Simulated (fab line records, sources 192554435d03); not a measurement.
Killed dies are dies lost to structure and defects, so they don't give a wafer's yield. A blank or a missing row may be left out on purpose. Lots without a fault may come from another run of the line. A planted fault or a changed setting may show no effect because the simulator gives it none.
Problem report in the 8D (eight disciplines) form, filled by code | flow n5_finfet | the parts of the form that need people (team, actions taken, sign-off) are left out

1. THE PROBLEM
spin_speed_rpm at N5_BEOL_M6_COAT_22 reads a mean of 1436.5 rpm on 6 wafers of 2 lots; wafers without a fault read 1500.0 rpm with a standard deviation of 1.2. That is -53 standard deviations from the usual mean.
The step: resist thk 30 nm.
First seen on wafer L259.2, day 9 02:55, on litho_track-04. The record holds 18 wafers of 6 lots with a number at this step. Rule for "out", or "out of limits": more than 4 standard deviations from the usual mean. The other wafers with a number count as sound.

2. WHAT IT IS AND WHAT IT IS NOT
question                    | is                     | is not
which readings at this step | spin_speed_rpm         | -
which lots                  | L258, L259             | L257, L269, L274, L275
which wafers of those lots  | all that have a number | -
read on which tools         | litho_track-04         | litho_track-05
when                        | from day 9 02:55       | up to then (3 sound wafers); but 9 sound wafers of L269, L274, L275 came after

3. SUSPECTS, AND WHAT RULES EACH OUT
Counting: a tool at a process step up to the reading stays a suspect if it ran every lot that is out and no sound lot after the first of them.
- rie_metal-03 at N5_BEOL_M6_HM_OPEN_17 (chemistry Cl2/BCl3, target TiN, target depth 20 nm, overetch 6 nm): ruled out as a lasting fault. Sound lots L275 ran on it after its first lot that is out, L259 (day 9 01:41).
- litho_track-04 at N5_BEOL_M6_COAT_22 (resist thk 30 nm): ruled out as a lasting fault. Sound lots L275, L274 ran on it after its first lot that is out, L259 (day 9 02:55).
Left after counting: nothing in the record.

4. THE CAUSE (what the simulator had put in)
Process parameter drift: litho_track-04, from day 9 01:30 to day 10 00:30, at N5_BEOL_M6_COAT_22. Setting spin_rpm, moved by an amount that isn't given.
Counting ruled it out, wrongly.

5. THE CHAIN OF EFFECTS, in route order
Each row: a reading whose mean over the struck wafers that have a number lies more than 3 standard deviations from the usual. Only readings for which the record gives a usual standard deviation are gone through. hours: the time from each lot's start at the first step in this table that gives one to its start at this step, as a median over the lots. sigmas: the change in usual standard deviations.
hours | step               | reading        | usual      | on struck wafers | change | sigmas
0     | N5_BEOL_M6_COAT_22 | spin_speed_rpm | 1500.0 rpm | 1436.5           | -63.5  | -53
The process steps in it:
- N5_BEOL_M6_COAT_22: resist thk 30 nm.
Later measuring or inspecting steps at which every struck wafer that the step has a row for has a number for every such reading, and none has moved that far: N5_BEOL_M6_CD_MEAS_28, N5_BEOL_M6_OVL_MEAS_29, N5_BEOL_M6_INSPECT_30.

6. WHAT WOULD HAVE CAUGHT IT SOONER
In this record the first reading out of limits was taken at day 9 02:55, 1 hour after the fault began at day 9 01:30.
